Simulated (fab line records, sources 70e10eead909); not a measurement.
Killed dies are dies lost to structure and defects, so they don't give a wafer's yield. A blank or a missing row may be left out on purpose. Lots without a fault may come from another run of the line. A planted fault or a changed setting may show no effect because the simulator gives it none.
Chamber matching | flow nand_harc | NHARC_A_BLC_DESCUM_15 on rie_diel-09: 3 sister chambers
The step chemistry O2, time 3 s. 18 wafers are shown with their chamber, then 5 later ones without.

WAFERS WITH THEIR CHAMBER
wafer  | chamber | drypump_motor_current_A (A) | throttle_valve_pct (%) | oes_product_au (a.u.)
L075.3 | 1       | 6.5                         | 11.315                 | 1.001
L075.4 | 0       | 6.0                         | 11.313                 | 1.008
L075.6 | 1       | 6.5                         | 11.332                 | 1.004
L079.1 | 1       | 6.5                         | 11.311                 | 1.004
L079.2 | 0       | 6.0                         | 11.331                 | 0.999
L079.6 | 1       | 6.5                         | 11.328                 | 0.999
L077.1 | 1       | 6.5                         | 11.319                 | 1.005
L077.5 | 0       | 6.0                         | 11.304                 | 0.993
L077.6 | 1       | 6.5                         | 11.306                 | 0.995
L082.2 | 1       | 6.5                         | 11.326                 | 1.001
L082.3 | 0       | 6.0                         | 11.327                 | 0.987
L082.6 | 3       | 5.9                         | 11.307                 | 0.998
L084.1 | 1       | 6.5                         | 11.309                 | 0.999
L084.2 | 3       | 5.9                         | 11.302                 | 0.985
L084.5 | 3       | 5.9                         | 11.305                 | 0.994
L088.2 | 3       | 5.8                         | 11.304                 | 0.987
L088.3 | 0       | 6.0                         | 11.314                 | 0.990
L088.6 | 0       | 6.0                         | 11.315                 | 0.999

SIGNATURES (means of the wafers above)
reading                 | chamber 0 | chamber 1 | chamber 3 | scatter within a chamber
drypump_motor_current_A | 6.000     | 6.500     | 5.875     | 0.0224
throttle_valve_pct      | 11.31733  | 11.31825  | 11.30450  | 0.00876
oes_product_au          | 0.99600   | 1.00100   | 0.99100   | 0.00563
Rule: a wafer's distance from a chamber is the root of the sum, over the readings, of the square of ((its reading less the chamber's mean) divided by the reading's scatter). The wafer belongs to the nearest chamber; if the next one is less than 2 further off, it can't be placed. The scatter: the root of (the sum of the squares of (reading less its chamber's mean) over the shown wafers, divided by (wafers less chambers)).

WAFERS WITHOUT THEIR CHAMBER
wafer  | drypump_motor_current_A (A) | throttle_valve_pct (%) | oes_product_au (a.u.)
L093.1 | 6.0                         | 11.325                 | 1.010
L093.3 | 5.9                         | 11.310                 | 1.001
L094.4 | 6.0                         | 11.314                 | 1.010
L094.6 | 5.9                         | 11.303                 | 0.996
L096.6 | 5.9                         | 11.300                 | 0.999

WHICH CHAMBER EACH WENT THROUGH
wafer  | from the rows above | in truth
L093.1 | 0                   | 0
L093.3 | 3                   | 3
L094.4 | 0                   | 0
L094.6 | 3                   | 3
L096.6 | 3                   | 3
Placed correctly: 5 of 5. Can't be placed from these rows: 0. Placed wrongly: 0.
